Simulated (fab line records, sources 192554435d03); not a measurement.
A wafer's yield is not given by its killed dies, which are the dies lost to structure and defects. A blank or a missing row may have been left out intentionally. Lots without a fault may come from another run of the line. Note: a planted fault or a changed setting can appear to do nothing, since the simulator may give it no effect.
fab line records	flow n5-finfet
[record] lots = 8	wafers = 24	last-day = 16
route steps=1938 shown BEOL_M3@953 BEOL_M4@1111
lots untouched by any fault: they come from a run of this same line in which no faults occurred
start-h: start of the lot's first displayed wafer, in hours after the record's first day	wait-h: hours since the lot's step before	" unchanged from the row above	L1.1+2: a single row standing in for several wafers	- either no value or no given start	* or withheld: withheld	< > ~ a bound
route shown NAME@n: NAME is a module with steps in the file, n the number in the route of the first one	usual: the fault-free wafers' mean and standard deviation	same: alike in all rows	chamber/n: place in a boat	sites: the reading at each site	_std_site: standard deviation of those values	_edge_site: inner sites' mean taken away from outer sites' mean	radius-mm: for every site, how far away it sits from the centre of the wafer	mask NAME#n: copy n	behind: the tool/chamber that last shaped the wafer	hold: why the lot went on hold/how many hours it stayed there/how the hold came to an end	device: names the non-switching transistor (n, p or np)	end of line: the route-end tests of the same wafers	a step without rows: its recipe alone	killed: not the wafer's yield, but the dies lost to structure and defects at the first sort	map: a wafer's dies, x killed, . not, _ none there
set.NAME: the setting that was run; set.NAME@STEP: the one run at that earlier step	model.NAME: the simulator's own value behind a step, which no gauge read
steps of the route over a sample of lots; a table a step, a row a wafer
services: a tool's chamber out of use, with start hour (start-h, from the record's first day; less than 0 if before it), hours out, and reason
[[steps]]
[step N5_BEOL_M3_STRIP_66]
[recipe] chemistry = CF4	resist = SiARC	power-w = 300	bias-power-w = 75	pressure-mtorr = 50	cf4-flow-sccm = 150	rf-frequency-hz = 6e+07
[usual] cf4-flow-sccm = 150.0/0.51	drypump-motor-current-A = 5.9/0.43	oes-product-au = 0.76/0.081	rf-fwd-power-W = 292.6/0.87	rf-vpp-V = 271.7/1.4	showerhead-plenum-p-Torr = 1.82/0.048	throttle-valve-pct = 13.63/0.28
lot.wafer	tool	chamber	start-h	wait-h	cf4-flow-sccm	drypump-motor-current-A	oes-product-au	rf-fwd-power-W	rf-hours-counter-h	rf-vpp-V	showerhead-plenum-p-Torr	throttle-valve-pct
L154.1	rie-diel-01	2	180.65	0.0	150.0	5.4	0.85	292.8	64	272.6	1.81	13.66
L154.3	"	0	"	"	150.4	5.1	0.73	292.5	174	271.8	1.87	13.61
L154.6	"	0	"	"	150.2	5.1	0.73	294.5	-	272.3	1.87	13.62
L160.3	rie-diel-03	1	209.17	0.0	149.7	5.7	0.72	293.1	179	271.3	1.79	13.87
L160.4	"	0	"	"	150.0	6.1	0.75	293.6	169	273.7	1.86	13.55
L160.6	"	1	"	"	149.6	5.7	0.71	293.2	-	270.0	1.79	13.88
L161.1	rie-diel-03	2	220.93	0.0	150.9	6.4	0.72	292.2	178	272.7	1.80	13.70
L161.3	"	0	"	"	149.8	6.1	0.74	291.4	170	274.2	1.86	13.55
L161.4	"	1	"	"	149.6	5.7	0.71	293.1	182	270.8	1.79	13.90
L162.1	rie-diel-03	1	227.84	0.0	149.5	5.7	0.72	291.7	184	270.1	1.79	13.90
L162.3	"	3	"	"	149.2	6.6	0.88	291.2	47	273.5	1.88	13.32
L162.6	"	0	"	"	149.6	6.1	0.74	291.9	-	273.2	1.86	13.55
L163.1	rie-diel-01	0	232.15	0.0	148.9	5.1	0.71	292.9	195	271.4	1.86	13.66
L163.3	"	2	"	"	150.8	5.4	0.82	293.6	84	272.3	1.80	13.70
L163.5	"	2	"	"	150.6	5.4	0.83	293.7	-	271.4	1.80	13.69
L166.2	rie-diel-02	0	242.90	0.0	150.8	5.9	0.93	291.5	7	270.3	1.81	13.13
L166.3	"	1	"	"	150.4	5.7	0.69	292.2	212	269.3	1.74	14.06
L166.4	"	3	"	"	150.0	5.7	0.68	294.7	229	270.9	1.76	14.02
L167.2	rie-diel-03	0	267.23	0.0	150.0	6.1	0.73	291.6	184	271.1	1.86	13.58
L167.5	"	3	"	"	150.1	6.6	0.86	292.0	-	275.4	1.88	13.34
L167.6	"	0	"	"	150.0	6.2	0.74	290.6	-	271.5	1.86	13.57
L170.1	rie-diel-02	0	274.82	0.0	150.2	5.9	0.89	292.3	15	272.1	1.80	13.15
L170.3	"	2	"	"	150.3	6.0	0.71	292.0	206	272.6	1.86	13.79
L170.4	"	3	"	"	150.1	5.7	0.66	291.7	238	270.7	1.76	14.06
[step N5_BEOL_M3_DESCUM_33]
[recipe] chemistry = O2	time-s = 7	source-power-w = 50	bias-power-w = 20	pressure-mtorr = 20	rf-frequency-hz = 2.712e+07	temp-c = 40	resist = CAR-EUV	o2-flow-sccm = 225
[usual] drypump-motor-current-A = 5.9/0.41	o2-flow-sccm = 225.0/0.69	oes-product-au = 0.75/0.079	rf-fwd-power-W = 49.41/0.21	rf-vpp-V = 243.4/1.2	showerhead-plenum-p-Torr = 2.12/0.066	throttle-valve-pct = 20.57/0.26
lot.wafer	tool	chamber	start-h	wait-h	drypump-motor-current-A	o2-flow-sccm	oes-product-au	rf-fwd-power-W	rf-hours-counter-h	rf-vpp-V	showerhead-plenum-p-Torr	throttle-valve-pct
L154.1	rie-diel-02	3	181.43	0.0	5.7	226.0	0.69	49.50	210	243.6	2.08	21.03
L154.3	"	2	"	"	6.0	224.6	0.76	49.24	177	243.9	2.18	20.58
L154.6	"	1	"	"	5.7	225.6	0.71	49.35	-	242.4	2.02	20.84
L160.3	rie-diel-01	0	209.89	0.0	5.1	223.6	0.72	49.49	186	244.7	2.20	20.55
L160.4	"	0	"	"	5.1	225.1	0.73	49.62	-	245.4	2.20	20.54
L160.6	"	2	"	"	5.4	225.9	0.84	49.25	-	243.8	2.11	20.66
L161.1	rie-diel-03	0	221.88	0.2	6.1	224.2	0.74	49.64	171	244.4	2.18	20.30
L161.3	"	1	"	"	5.7	224.4	0.72	49.15	182	242.4	2.09	20.84
L161.4	"	2	"	"	6.4	224.7	0.72	49.05	178	241.5	2.09	20.48
L162.1	rie-diel-03	0	228.54	0.0	6.1	224.6	0.74	49.60	173	243.8	2.18	20.30
L162.3	"	2	"	"	6.4	225.1	0.73	49.15	179	243.5	2.09	20.49
L162.6	"	3	"	"	6.6	225.6	0.87	49.57	-	244.5	2.23	20.27
L163.1	rie-diel-03	2	232.82	0.0	6.4	224.1	0.72	49.48	180	242.2	2.09	20.48
L163.3	"	1	"	"	5.7	224.5	0.72	49.39	185	243.3	2.09	20.86
L163.5	"	3	"	"	6.6	224.9	0.87	49.49	-	244.3	2.23	20.27
L166.2	rie-diel-03	1	243.69	0.0	5.7	225.3	0.72	49.21	188	244.1	2.09	20.87
L166.3	"	3	"	"	6.6	225.2	0.86	49.55	51	245.9	2.22	20.28
L166.4	"	2	"	"	6.4	224.8	0.73	49.34	183	243.6	2.09	20.50
L167.2	rie-diel-02	1	268.02	0.0	5.7	225.8	0.70	49.37	218	242.4	2.01	20.86
L167.5	"	1	"	"	5.7	225.0	0.70	49.37	-	241.1	2.01	20.85
L167.6	"	2	"	"	6.0	225.6	0.72	49.32	-	243.3	2.17	20.64
L170.1	rie-diel-02	2	275.81	0.2	6.0	225.5	0.71	49.36	207	244.4	2.17	20.62
L170.3	"	1	"	"	5.7	226.6	0.69	49.48	220	241.9	2.01	20.87
L170.4	"	0	"	"	6.0	225.2	0.92	49.56	16	243.5	2.17	20.31
[step N5_BEOL_M3_ETCH_70]
[recipe] chemistry = N2/H2	target = SOC	target-depth-a = 800	overetch-a = 160	mask-material = SiARC	temp-c = 40	time-s = 120	ion-energy-ev = 200	pressure-mtorr = 30	source-w = 840	bias-w = 150	n2-flow-sccm = 200	h2-flow-sccm = 200
[usual] drypump-motor-current-A = 5.8/0.38	oes-product-au = 0.58/0.063	rf-fwd-power-W = 835.9/2.7	rf-vpp-V = 524.2/2.3	run-length-s = 143.4/0.52	showerhead-plenum-p-Torr = 2.56/0.081	throttle-valve-pct = 17.98/0.29
lot.wafer	tool	chamber	start-h	wait-h	drypump-motor-current-A	oes-product-au	rf-fwd-power-W	rf-hours-counter-h	rf-vpp-V	run-length-s	showerhead-plenum-p-Torr	throttle-valve-pct
L154.1	rie-diel-03	1	189.80	0.0	5.7	0.56	835.8	174	524.4	143.3	2.52	18.10
L154.3	"	2	"	"	6.4	0.56	832.3	170	524.0	143.6	2.51	17.63
L154.6	"	1	"	"	5.7	0.56	837.6	-	523.8	143.3	2.52	18.08
L160.3	rie-diel-03	2	220.06	0.0	6.4	0.56	830.9	177	524.3	143.6	2.51	17.64
L160.4	"	3	"	"	6.6	0.84	-	45	529.8	117.9	2.69	17.61
L160.6	"	2	"	"	6.4	0.56	835.7	-	523.6	143.5	2.51	17.65
L161.1	rie-diel-02	1	223.41	0.0	5.7	0.55	840.0	204	520.4	144.3	2.41	18.13
L161.3	"	2	"	"	6.0	0.56	839.1	191	525.6	143.1	2.64	18.14
L161.4	"	0	"	"	6.0	0.75	843.0	0	525.4	142.4	2.62	17.63
L162.1	rie-diel-01	1	230.67	0.0	5.7	0.72	836.1	8	522.4	143.3	2.50	17.47
L162.3	"	2	"	"	5.4	0.64	835.8	84	523.4	143.7	2.59	18.31
L162.6	"	0	"	"	5.1	0.55	836.8	-	524.4	143.7	2.63	17.83
L163.1	rie-diel-03	0	234.98	0.0	6.1	0.57	832.8	174	526.6	143.6	2.63	17.56
L163.3	"	3	"	"	6.6	0.85	-	48	529.1	118.4	2.69	17.63
L163.5	"	0	"	"	6.1	0.57	830.5	-	526.2	143.6	2.63	17.56
L166.2	rie-diel-01	2	246.20	0.0	5.4	0.63	828.8	89	524.5	143.9	2.58	18.33
L166.3	"	1	"	"	5.6	0.72	835.6	13	522.7	143.4	2.50	17.48
L166.4	"	0	"	"	5.1	0.55	833.1	-	526.5	143.7	2.63	17.83
L167.2	rie-diel-01	0	269.30	0.0	5.1	0.55	838.2	209	524.6	143.9	2.63	17.86
L167.5	"	2	"	"	5.4	0.63	834.0	-	523.1	144.0	2.58	18.34
L167.6	"	0	"	"	5.1	0.54	839.5	-	524.9	144.1	2.63	17.86
L170.1	rie-diel-02	2	276.36	0.0	6.0	0.55	838.0	207	526.9	142.8	2.64	18.17
L170.3	"	1	"	"	5.7	0.53	835.2	220	520.5	144.1	2.40	18.16
L170.4	"	0	"	"	5.9	0.69	833.5	16	526.8	142.4	2.62	17.66
[step N5_BEOL_M3_ETCH_41]
[recipe] chemistry = CH3F/O2	target = SiCN	target-depth-a = 299	taper-deg = 2	time-s = 52.5	ion-energy-ev = 120	mask-material = TiN	pressure-mtorr = 30	source-w = 395	bias-w = 75	Ar_flow_sccm = 150	CH3F_flow_sccm = 30	O2_flow_sccm = 20
[usual] drypump-motor-current-A = 5.8/0.39	oes-product-au = 0.76/0.087	rf-fwd-power-W = 391.5/1.4	rf-vpp-V = 297.5/1.4	run-length-s = 75.9/0.49	showerhead-plenum-p-Torr = 2.01/0.06	throttle-valve-pct = 16.40/0.26
lot.wafer	tool	chamber	start-h	wait-h	drypump-motor-current-A	oes-product-au	rf-fwd-power-W	rf-hours-counter-h	rf-vpp-V	run-length-s	showerhead-plenum-p-Torr	throttle-valve-pct
L154.1	rie-diel-03	1	-	-	5.7	0.71	391.1	174	296.5	75.7	1.98	16.59
L154.3	"	2	"	"	6.4	0.73	389.3	170	297.7	76.0	1.99	16.31
L154.6	"	1	"	"	5.7	0.71	392.7	-	297.0	76.1	1.98	16.59
L160.3	rie-diel-03	2	-	-	6.4	0.72	391.1	177	298.1	76.0	1.99	16.32
L160.4	"	3	"	"	6.6	0.87	391.2	45	299.6	75.0	2.13	16.14
L160.6	"	2	"	"	6.4	0.73	390.9	-	297.8	76.4	1.99	16.34
L161.1	rie-diel-02	1	-	-	5.7	0.69	391.3	205	297.0	76.7	1.92	16.69
L161.3	"	2	"	"	6.0	0.74	391.4	191	299.0	75.5	2.08	16.49
L161.4	"	0	"	"	5.9	1.00	391.1	0	299.3	74.9	2.03	15.90
L162.1	rie-diel-01	1	-	-	5.6	0.94	392.3	8	295.7	75.6	1.96	15.81
L162.3	"	2	"	"	5.5	0.85	389.0	84	297.8	76.9	2.01	16.46
L162.6	"	0	"	"	5.1	0.72	391.7	-	298.4	76.4	2.08	16.35
L163.1	rie-diel-03	0	-	-	6.1	0.72	392.3	174	298.6	76.0	2.07	16.19
L163.3	"	3	"	"	6.6	0.86	392.6	48	299.4	75.1	2.13	16.16
L163.5	"	0	"	"	6.1	0.72	391.3	-	298.8	76.2	2.07	16.16
L166.2	rie-diel-01	2	-	-	5.4	0.84	388.7	90	296.8	76.8	2.01	16.48
L166.3	"	1	"	"	5.6	0.93	391.9	14	295.7	76.1	1.96	15.81
L166.4	"	0	"	"	5.1	0.72	393.6	-	299.6	76.5	2.08	16.36
L167.2	rie-diel-01	0	-	-	5.1	0.71	391.4	209	299.3	76.1	2.07	16.38
L167.5	"	2	"	"	5.4	0.83	388.5	-	298.4	76.3	2.01	16.49
L167.6	"	0	"	"	5.1	0.72	389.6	-	297.4	76.7	2.07	16.37
L170.1	rie-diel-02	2	-	-	6.0	0.71	392.4	207	298.6	75.6	2.07	16.52
L170.3	"	1	"	"	5.7	0.69	390.7	220	294.3	77.0	1.91	16.73
L170.4	"	0	"	"	5.9	0.94	392.0	16	300.4	75.0	2.03	15.94
[step N5_BEOL_M4_RC_MEAS_101]
[usual] DIBL_N = 36.8/2.2	DIBL_P = 37.0/2.8	IOFF_N = 0.18/0.043	IOFF_P = 0.23/0.05	ION_N = 680/14	ION_P = 466/9.1	SS_N = 71.7/0.74	SS_P = 73.5/0.79	VT_N = 248/4	VT_P = -249/4.1
lot.wafer	tool	chamber	start-h	wait-h	DIBL_N[mV/V]	DIBL_P[mV/V]	IOFF_N[nA/um]	IOFF_P[nA/um]	ION_N[uA/um]	ION_P[uA/um]	SS_N[mV/dec]	SS_P[mV/dec]	VT_N[mV]	VT_P[mV]
L154.1	prober-01	0	203.58	0.0	36.2	37.8	0.16	0.20	681	464	72.4	72.9	250	-251
L154.3	"	0	"	"	39.3	41.7	0.21	0.29	692	469	73.0	74.6	247	-248
L154.6	"	0	"	"	36.2	38.4	0.15	0.20	676	463	71.3	72.4	249	-251
L160.3	prober-02	0	232.91	0.3	34.7	34.0	0.14	0.24	676	480	70.9	73.9	251	-245
L160.4	"	0	"	"	41.5	41.0	0.31	0.40	701	489	72.6	74.7	239	-237
L160.6	"	0	"	"	35.7	35.2	0.15	0.25	664	473	70.8	72.8	253	-245
L161.1	prober-01	0	238.03	0.0	36.0	34.8	0.18	0.22	691	467	71.4	72.5	247	-250
L161.3	"	0	"	"	34.0	31.5	0.13	0.17	668	462	70.7	71.9	255	-251
L161.4	"	0	"	"	36.7	34.3	0.18	0.21	687	474	71.0	72.6	249	-248
L162.1	prober-02	0	247.48	0.0	36.1	36.5	0.15	0.20	674	462	71.9	73.4	251	-251
L162.3	"	0	"	"	35.9	35.4	0.16	0.20	684	460	71.3	73.3	248	-251
L162.6	"	0	"	"	37.0	37.1	0.17	0.23	683	463	71.3	73.4	248	-248
L163.1	prober-02	0	254.04	0.0	39.4	41.1	0.25	0.29	703	478	72.8	74.9	243	-244
L163.3	"	0	"	"	34.7	32.9	0.14	0.15	672	454	71.4	72.9	250	-255
L163.5	"	0	"	"	35.5	35.6	0.15	0.20	670	461	71.3	72.9	250	-252
L166.2	prober-02	0	260.82	0.2	38.1	35.3	0.18	0.24	688	475	72.0	73.1	249	-246
L166.3	"	0	"	"	40.9	38.5	0.22	0.30	693	478	72.2	74.1	243	-244
L166.4	"	0	"	"	38.4	35.4	0.16	0.23	669	459	71.9	73.5	252	-248
L167.2	prober-02	0	284.80	0.2	34.6	34.2	0.13	0.19	664	457	70.7	73.0	252	-251
L167.5	"	0	"	"	30.4	29.0	0.08	0.12	636	441	69.9	71.5	259	-257
L167.6	"	0	"	"	39.2	40.9	0.25	0.31	695	474	71.6	74.1	242	-244
L170.1	prober-01	0	291.49	0.0	37.4	36.0	0.18	0.20	687	459	71.9	73.4	249	-252
L170.3	"	0	"	"	39.8	41.2	0.25	0.31	707	480	73.3	74.3	244	-249
L170.4	"	0	"	"	38.5	37.6	0.21	0.23	683	460	72.8	73.8	247	-250
[[services]]
tool	chamber	start-h	hours	kind
rie-diel-03	-	160.73	0.5	repair
rie-diel-01	1	187.49	-	clean
rie-diel-01	1	187.49	-	consumable-replace:focus-ring
rie-diel-01	1	187.49	23.4	scheduled-down
rie-diel-01	1	187.49	23.4	vent-cycle
rie-diel-03	-	198.08	1.1	repair
rie-diel-03	-	199.54	2.6	repair
rie-diel-02	0	201.57	-	clean
rie-diel-02	0	201.57	-	consumable-replace:focus-ring
rie-diel-02	0	201.57	21.2	scheduled-down
rie-diel-02	0	201.57	21.2	vent-cycle
rie-diel-01	3	213.02	48.6	repair
rie-diel-03	0	216.61	2.9	repair
rie-diel-01	3	261.78	-	clean
rie-diel-01	3	261.78	-	consumable-replace:focus-ring
rie-diel-01	3	261.78	18.0	scheduled-down
rie-diel-01	3	261.78	18.0	vent-cycle
[[key]]
[first-sign] step = N5_BEOL_M3_ETCH_70	reading = run-length-s	direction = down	sigmas = 49	usual = *	struck = *
[effect] step = N5_BEOL_M3_ETCH_70	reading = oes-product-au	direction = up	sigmas = 4.1	usual = 0.58	struck = 0.84
met-at N5_BEOL_M3_ETCH_70
struck-lots L160,L163
struck-wafers L160.4,L163.3
not-acting-at N5_BEOL_M3_STRIP_66,N5_BEOL_M3_DESCUM_33,N5_BEOL_M3_ETCH_41
[fault] kind = process-parameter-drift	tool = rie-diel-03	chamber = 3	onset-h = 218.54	steps = N5_BEOL_M3_ETCH_70	channel = time-s	offset = *	shape = step	end-h = 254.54	acts-in = *	stated = *
